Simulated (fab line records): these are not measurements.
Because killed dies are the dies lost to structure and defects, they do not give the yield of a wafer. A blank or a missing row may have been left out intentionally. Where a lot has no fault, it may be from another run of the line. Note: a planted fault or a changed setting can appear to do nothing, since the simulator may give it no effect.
A lot that was struck, set against a sound lot / flow n5-finfet / 14 out of 1938 route steps
Sound: these wafers, L286.1, L286.2, L286.3. The struck wafers were L288.1, L288.2, L288.3. The cause is named last.
Per side, at each step with rows, come the tool, then ch with its chambers, and then its first start. Under that, the readings that differ: sound wafers / struck wafers / difference of the means / sigmas: that difference in standard deviations of wafers without a fault.
alike: same words and numbers on both sides, and readings whose means sit less than 2 such deviations apart. not compared: any withheld reading, any reading some wafer has no value for, any bound like >300 that may hide the same value, and any number with overlapping values for which the record gives no deviation.
The two part at a step that has a row with sigmas, a row that says differs or no value, or rows on one side only. Non-overlapping numbers with no deviation appear without sigmas and do not part them. A reading missing from all wafers of one side parts the sides only when that side holds two or more wafers.

N5_BEOL_M8_ILD_DEP_00: deposits SiCOH lowk from DEMS/porogen, target thk 179.75 nm, time 33.4 s.
  sound on pecvd-02 ch 0,1,2, day 14 22:29; struck on pecvd-01 ch 0,1,2, day 15 07:48
  alike: heater-power-w, rf-fwd-power-W, showerhead-plenum-p-Torr, throttle-valve-pct
N5_BEOL_M8_CURE_74: cures SiCOH lowk, time 240 s.
  sound on uv-cure-03 ch 1, day 14 22:34; struck on uv-cure-03 ch 0, day 15 07:52
  alike: lamp-power-pct, wafer_temp_C_max
N5_BEOL_M8_THK_MEAS_01:
  sound on film-metro-02 at day 14 23:04; struck on film-metro-02 at day 15 08:23
  alike: M8_ILD_THK
N5_BEOL_M8_PECVD_70: deposits SiO2 from TEOS/O2, target thk 20 nm, time 22.7 s.
  sound on pecvd-04 ch 0,1,2, day 14 23:07; struck on pecvd-02 ch 0,1,2, day 15 08:25
reading=rf-fwd-power-W (W); sound=446.6 447.1 447.6; struck=441.5 442.2 444.5; difference=-4.4; sigmas=-2
  alike: heater-power-w, showerhead-plenum-p-Torr, throttle-valve-pct
N5_BEOL_M8_HM_DEP_02: deposits TiN, target thk 20 nm.
  sound on pvd-sputter-03 at day 14 23:58; struck on pvd-sputter-01 at day 15 09:45
  alike: throttle-valve-pct
then, 7 steps without rows for these wafers: N5_BEOL_M8_COAT_59 (time 60 s, resist thk 100 nm); N5_BEOL_M8_COAT_60 (time 60 s, resist thk 35 nm); N5_BEOL_M8_COAT_05 (resist thk 90 nm); N5_BEOL_M8_EBR_07; N5_BEOL_M8_SOFTBAKE_06 (time 60 s); N5_BEOL_M8_EXPOSE_08 (exposes mask M8); N5_BEOL_M8_PEB_09 (peb time 60 s).
N5_BEOL_M8_DEVELOP_10: develop time 30 s.
  sound on litho-track-04 ch 0, day 15 00:24; struck on litho-track-04, day 15 10:11
  no value came back on the struck wafers for chill-plate-temp-C (C), develop-time-s (s); on the sound wafers chill-plate-temp-C (C) reads 23.03 22.98 22.87
reading=model.CAR-ArF_of_BEOL_M8_COAT_05.thk-nm (nm); sound=88.4 88.4 88.4; struck=89.8 89.4 89.4; difference=+1.1; sigmas=
N5_BEOL_M8_CD_MEAS_11: target cd 38.5 nm.
  sound on cd-sem-01 ch 0, day 15 00:28; struck on cd-sem-02 ch 0, day 15 10:15
reading=cd-nm (nm); sound=38.8 38.6 38.8; struck=- - -; difference=no value on the struck wafers; sigmas=

== WHERE THEY PART ==
Last at N5_BEOL_M8_CD_MEAS_11 as far as this record goes, first at N5_BEOL_M8_PECVD_70.

WHY: what had been put in by the simulator
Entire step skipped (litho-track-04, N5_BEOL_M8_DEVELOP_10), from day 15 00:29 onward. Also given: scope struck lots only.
